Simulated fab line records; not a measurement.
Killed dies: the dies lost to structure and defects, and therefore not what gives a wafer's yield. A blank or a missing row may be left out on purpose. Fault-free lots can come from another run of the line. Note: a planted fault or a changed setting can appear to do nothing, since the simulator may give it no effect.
Chamber matching ; flow n5_finfet ; N5_BEOL_M0_SAQP_DESCUM_19 on rie_diel-03: 4 sister chambers
The step chemistry O2, time 7.9 s. 4 wafers are shown with their chamber, then 10 later ones without.

== WAFERS WITH THEIR CHAMBER ==
wafer;chamber;showerhead_plenum_p_Torr (Torr)
L085.2;3;2.24
L087.6;1;2.15
L090.2;0;2.05
L090.3;2;1.98

== WAFERS MISSING THEIR CHAMBER ==
wafer;showerhead_plenum_p_Torr (Torr)
L090.6;2.15
L093.3;2.04
L093.4;2.23
L093.5;2.04
L094.1;2.04
L094.2;2.23
L094.3;2.15
L096.2;2.24
L096.3;2.04
L096.6;2.23

== WHICH CHAMBER EACH WENT THROUGH ==
wafer;from the rows above;in truth
L090.6;1;1
L093.3;0;0
L093.4;3;3
L093.5;0;0
L094.1;0;0
L094.2;3;3
L094.3;1;1
L096.2;3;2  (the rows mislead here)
L096.3;0;0
L096.6;3;3
Placed correctly: 9 of 10. Number that these rows cannot place: 0. Number placed wrongly: 1.
How it was worked out, from the rows above alone: a wafer's distance from a chamber is the root of the sum, over the readings, of the square of ((its reading less the chamber's mean) divided by the reading's scatter). The wafer belongs to the nearest chamber; if the next one is less than 2 further off, it can't be placed. For every chamber, the mean is computed from those of its wafers that are shown. The scatter: root of mean squared gap, hidden wafer to nearest shown wafer, with one shown wafer a chamber.
